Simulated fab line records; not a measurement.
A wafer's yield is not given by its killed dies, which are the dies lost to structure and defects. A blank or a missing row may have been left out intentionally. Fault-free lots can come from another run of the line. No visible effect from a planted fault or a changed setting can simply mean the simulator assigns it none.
Matching of chambers + flow nand_harc + rie_diel-01 running NHARC_P_GATE_DESCUM_61: 4 sister chambers
The step chemistry O2, time 3 s. 18 wafers are shown with their chamber, then 9 later ones without.

EACH WAFER AND ITS CHAMBER
| wafer  | chamber | showerhead_plenum_p_Torr (Torr) | drypump_motor_current_A (A) | rf_vpp_V (V) |
|--------|---------|---------------------------------|-----------------------------|--------------|
| L077.2 | 3       | 1.81                            | 6.0                         | 57.3         |
| L077.4 | 2       | 2.00                            | 5.4                         | 59.3         |
| L077.5 | 1       | 2.02                            | 5.7                         | 57.5         |
| L079.2 | 1       | 2.02                            | 5.7                         | 58.0         |
| L079.4 | 2       | 2.00                            | 5.3                         | 59.6         |
| L079.5 | 1       | 2.02                            | 5.7                         | 57.1         |
| L083.3 | 0       | 1.84                            | 5.5                         | 57.9         |
| L083.4 | 1       | 2.02                            | 5.7                         | 57.9         |
| L083.6 | 2       | 2.00                            | 5.4                         | 57.9         |
| L085.2 | 0       | 1.84                            | 5.5                         | 58.2         |
| L085.3 | 2       | 2.00                            | 5.4                         | 58.4         |
| L085.6 | 2       | 2.00                            | 5.3                         | 58.4         |
| L086.1 | 3       | 1.80                            | 6.0                         | 56.7         |
| L086.3 | 1       | 2.02                            | 5.7                         | 56.2         |
| L086.4 | 0       | 1.84                            | 5.5                         | 56.9         |
| L091.2 | 0       | 1.84                            | 5.5                         | 58.3         |
| L091.3 | 3       | 1.80                            | 6.0                         | 56.9         |
| L091.4 | 2       | 1.99                            | 5.3                         | 59.4         |

SIGNATURES, as means of the wafers listed above
| reading                  | chamber 0 | chamber 1 | chamber 2 | chamber 3 | scatter within a chamber |
|--------------------------|-----------|-----------|-----------|-----------|--------------------------|
| showerhead_plenum_p_Torr | 1.8400    | 2.0200    | 1.9983    | 1.8033    | 0.00327                  |
| drypump_motor_current_A  | 5.500     | 5.700     | 5.350     | 6.000     | 0.0327                   |
| rf_vpp_V                 | 57.825    | 57.340    | 58.833    | 56.967    | 0.65                     |
Rule: a wafer lies at a distance from a chamber equal to the root of the sum of squares, over the readings, of (its reading less the chamber's mean, divided by the reading's scatter). If the next closest chamber is less than 2 further off than the closest, the wafer can't be placed; otherwise it belongs to the closest. The scatter: the root of (the sum of the squares of (reading less its chamber's mean) over the shown wafers, divided by (wafers less chambers)).

WAFERS WITHOUT THEIR CHAMBER
| wafer  | showerhead_plenum_p_Torr (Torr) | drypump_motor_current_A (A) | rf_vpp_V (V) |
|--------|---------------------------------|-----------------------------|--------------|
| L092.2 | 1.84                            | 5.5                         | 58.4         |
| L092.4 | 2.02                            | 5.7                         | 57.0         |
| L092.6 | 1.84                            | 5.5                         | 57.5         |
| L095.1 | 1.80                            | 6.0                         | 57.9         |
| L095.2 | 1.99                            | 5.4                         | 57.0         |
| L095.6 | 1.99                            | 5.4                         | 59.2         |
| L097.1 | 2.02                            | 5.7                         | 58.6         |
| L097.3 | 1.99                            | 5.4                         | 58.6         |
| L097.5 | 1.84                            | 5.5                         | 57.5         |

WHICH CHAMBER EACH WENT THROUGH
| wafer  | from the rows above | in truth |
|--------|---------------------|----------|
| L092.2 | 0                   | 0        |
| L092.4 | 1                   | 1        |
| L092.6 | 0                   | 0        |
| L095.1 | 3                   | 3        |
| L095.2 | 2                   | 2        |
| L095.6 | 2                   | 2        |
| L097.1 | 1                   | 1        |
| L097.3 | 2                   | 2        |
| L097.5 | 0                   | 0        |
Placed correctly: 9 of 9. Can't be placed from these rows: 0. Number placed wrongly: 0.
